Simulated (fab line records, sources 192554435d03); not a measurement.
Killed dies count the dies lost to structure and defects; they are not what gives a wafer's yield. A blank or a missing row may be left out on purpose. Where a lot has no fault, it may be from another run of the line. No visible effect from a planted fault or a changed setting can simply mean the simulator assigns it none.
Which tool is to blame? / flow n5Finfet / 29 wafers from 10 lots sampled at 4 of the route's 1938 steps

WHAT EACH GAUGE READ, for each wafer
N5_SD_EPI_P_EPI_MEAS_23.
lot=L243; measured=day 3 12:01; on=filmMetro-02; thkNm (nm)=59.5 58.9 59.5
lot=L244; measured=day 3 16:04; on=filmMetro-02; thkNm (nm)=59.8 60.7 59.1
lot=L245; measured=day 3 23:17; on=filmMetro-01; thkNm (nm)=62.8 60.7
lot=L250; measured=day 5 04:57; on=filmMetro-01; thkNm (nm)=60.9 58.7 59.5
lot=L251; measured=day 5 13:03; on=filmMetro-01; thkNm (nm)=60.6 60.5 58.7
lot=L258; measured=day 7 05:57; on=filmMetro-02; thkNm (nm)=61.4 61.1 61.4
lot=L262; measured=day 8 03:59; on=filmMetro-02; thkNm (nm)=62.0 62.5 61.6
lot=L263; measured=day 8 11:07; on=filmMetro-01; thkNm (nm)=60.6 61.8 60.9
lot=L264; measured=day 8 15:28; on=filmMetro-01; thkNm (nm)=62.0 61.0 62.2
lot=L266; measured=day 9 06:28; on=filmMetro-02; thkNm (nm)=60.7 60.6 61.1

TOOL THAT RAN EACH LOT (tool first, then ch and the chambers of the sampled wafers, then the start)
lot=L243; N5_SPACER0_ALD_00=aldSin-02 ch 0,1,3, day 3 01:57; N5_SD_EPI_N_LINER_46=aldSin-04 ch 0,1,2, day 3 07:39; N5_SD_EPI_P_ETCH_36=rieDiel-06 ch 0,1,3, day 3 08:29
lot=L244; N5_SPACER0_ALD_00=aldSin-03 ch 0,1,2, day 3 07:01; N5_SD_EPI_N_LINER_46=aldSin-04 ch 0,2,3, day 3 11:32; N5_SD_EPI_P_ETCH_36=rieDiel-06 ch 1,2,3, day 3 12:33
lot=L245; N5_SPACER0_ALD_00=aldSin-04 ch 0,3, day 3 13:59; N5_SD_EPI_N_LINER_46=aldSin-04 ch 3, day 3 19:07; N5_SD_EPI_P_ETCH_36=rieDiel-05 ch 0,1, day 3 19:46
lot=L250; N5_SPACER0_ALD_00=aldSin-02 ch 0,3, day 4 18:14; N5_SD_EPI_N_LINER_46=aldSin-04 ch 0,1, day 4 23:41; N5_SD_EPI_P_ETCH_36=rieDiel-05 ch 1,2,3, day 5 01:26
lot=L251; N5_SPACER0_ALD_00=aldSin-04 ch 0,2, day 5 03:52; N5_SD_EPI_N_LINER_46=aldSin-01 ch 1,3, day 5 08:34; N5_SD_EPI_P_ETCH_36=rieDiel-06 ch 2,3, day 5 09:32
lot=L258; N5_SPACER0_ALD_00=aldSin-03 ch 1,2,3, day 6 19:54; N5_SD_EPI_N_LINER_46=aldSin-02 ch 1,2,3, day 7 01:38; N5_SD_EPI_P_ETCH_36=rieDiel-06 ch 1,2,3, day 7 02:26
lot=L262; N5_SPACER0_ALD_00=aldSin-04 ch 0,1, day 7 17:45; N5_SD_EPI_N_LINER_46=aldSin-01 ch 0,1,2, day 7 22:51; N5_SD_EPI_P_ETCH_36=rieDiel-05 ch 0,3, day 7 23:38
lot=L263; N5_SPACER0_ALD_00=aldSin-03 ch 1,2,3, day 7 23:45; N5_SD_EPI_N_LINER_46=aldSin-01 ch 0,1,2, day 8 04:52; N5_SD_EPI_P_ETCH_36=rieDiel-02 ch 0,1,2, day 8 05:38
lot=L264; N5_SPACER0_ALD_00=aldSin-03 ch 2,3, day 8 05:44; N5_SD_EPI_N_LINER_46=aldSin-01 ch 0,2,3, day 8 10:21; N5_SD_EPI_P_ETCH_36=rieDiel-06 ch 1,2,3, day 8 11:07
lot=L266; N5_SPACER0_ALD_00=aldSin-03 ch 1,2,3, day 8 19:13; N5_SD_EPI_N_LINER_46=aldSin-02 ch 0,1, day 9 01:35; N5_SD_EPI_P_ETCH_36=rieDiel-05 ch 0,3, day 9 02:14
- N5_SPACER0_ALD_00: deposits SiOCN, target thk 3.5 nm, pulse time 3 s, purge time 2 s.
- N5_SD_EPI_N_LINER_46: material SiNx, target thk 3 nm.
- N5_SD_EPI_P_ETCH_36: etches SiARC in CF4, target depth 45.5 nm, time 75.8 s.

THE ANSWER, worked out from the rows above alone
Rule: what is usual is taken from the lots themselves. Put in order of their means at a reading, lots are off if they are a third of the lots or fewer, leave a main group of 4 or more, and stand apart from it by a gap of 3 or more times the standard deviation of the main group's means; of several such gaps the widest counts. The tables above print the reading to a certain number of digits; a main group whose means all agree to those digits is not used. Also off: a lot with no number at a reading for which 4 or more lots have one. The other lots that the step has rows for count as sound.
No lot is off at any reading shown: from this, nothing can be told.

WHAT THE SIMULATOR PUT IN
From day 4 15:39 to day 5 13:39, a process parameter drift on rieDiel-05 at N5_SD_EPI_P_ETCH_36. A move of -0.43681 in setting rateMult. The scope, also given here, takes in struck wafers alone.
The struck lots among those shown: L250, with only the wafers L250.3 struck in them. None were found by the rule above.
